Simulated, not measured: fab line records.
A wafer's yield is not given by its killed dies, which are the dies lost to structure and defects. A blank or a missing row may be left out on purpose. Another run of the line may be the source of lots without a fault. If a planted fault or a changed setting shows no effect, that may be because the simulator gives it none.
Struck lot and sound lot, side by side + flow n5_finfet + 14 out of 1938 route steps
Sound: these wafers, L479.1, L479.4, L479.6. Wafers struck: L476.2, L476.3, L476.6. At the end, the cause is stated.
For every step that has rows: the tool of each side, followed by ch and its chambers, followed by its first start. Under that, the readings that differ: sound wafers + struck wafers + difference of the means + sigmas: that difference in standard deviations of wafers without a fault.
alike: same words and numbers on both sides, and readings whose means sit less than 2 such deviations apart. not compared: any withheld reading, any reading some wafer has no value for, any bound like >300 that may hide the same value, and any number with overlapping values for which the record gives no deviation.
A row with sigmas, a row that says differs or no value, or rows on one side alone: a step with any of these is where the two part. Non-overlapping numbers with no deviation appear without sigmas and do not part them. Lack of a reading on every wafer of one side parts them only where that side has two or more wafers.

N5_MIM_BOT_ETCH_ETCH_03: etches the open film in Cl2/BCl3, target depth 12 nm.
  sound on rie_metal-01 ch 0,1, day 15 02:13; struck on rie_metal-02 ch 0,1, day 14 18:32
  alike: drypump_motor_current_A, oes_product_au, throttle_valve_pct
  not compared: rf_hours_counter_h
N5_MIM_BOT_ETCH_ETCH_00: etches TiN in Cl2/BCl3, target depth 45.5 nm.
  sound on rie_metal-01 ch 0,1, day 15 02:19; struck on rie_metal-02 ch 0,1, day 14 18:38
  alike: drypump_motor_current_A, oes_product_au, throttle_valve_pct
  not compared: rf_hours_counter_h
N5_MIM_BOT_ETCH_STRIP_01: strips in O2.
  sound on rie_diel-03 ch 1,2,3, day 15 02:29; struck on rie_diel-06 ch 1,2,3, day 14 18:47
  alike: drypump_motor_current_A, oes_product_au, rf_vpp_V, showerhead_plenum_p_Torr, throttle_valve_pct
  not compared: rf_hours_counter_h
then, 3 steps without rows for these wafers: N5_MIM_BOT_ETCH_STRIP_02 (strips in post etch residue remover, time 1200 s); N5_MIM_BOT_ETCH_CLEAN_05 (cleans in IPA, time 180 s); N5_MIM_BOT_ETCH_SRD_06 (time 30 s).
N5_PASSIVATION_PECVD_55: deposits SiO2 from SiH4/N2O, target thk 400 nm, time 22.5 s.
  sound on pecvd-02 ch 1,2, day 15 02:59; struck on pecvd-02 ch 1,2, day 14 19:17
  alike: heater_power_w, showerhead_plenum_p_Torr, throttle_valve_pct
N5_PASSIVATION_PECVD_01: deposits SiNx from SiH4/NH3/N2, target thk 200 nm, time 43.2 s.
  sound on pecvd-02 ch 1,2, day 15 03:01; struck on pecvd-02 ch 1,2, day 14 19:19
  alike: heater_power_w, showerhead_plenum_p_Torr, throttle_valve_pct
then, 4 steps without rows for these wafers: N5_PASSIVATION_HMDS_03 (time 60 s); N5_PASSIVATION_COAT_04; N5_PASSIVATION_EBR_06; N5_PASSIVATION_SOFTBAKE_05 (time 90 s).
N5_PASSIVATION_EXPOSE_07: exposes mask TV, defocus 0 nm, target cd 3000 nm.
  struck on krf_scanner-02, day 14 19:40; sound on krf_scanner-01 ch 0, day 15 04:46
  no value came back on the struck wafers for exposure_dose_mJ_cm2, focus_offset_nm (nm), na; on the sound wafers exposure_dose_mJ_cm2 reads 22.709 22.718 22.704
  alike: mask
then, 1 step without rows for these wafers: N5_PASSIVATION_PEB_08.

== WHERE THEY PART ==
Only at N5_PASSIVATION_EXPOSE_07, within this record.

WHY: what the simulator had put in
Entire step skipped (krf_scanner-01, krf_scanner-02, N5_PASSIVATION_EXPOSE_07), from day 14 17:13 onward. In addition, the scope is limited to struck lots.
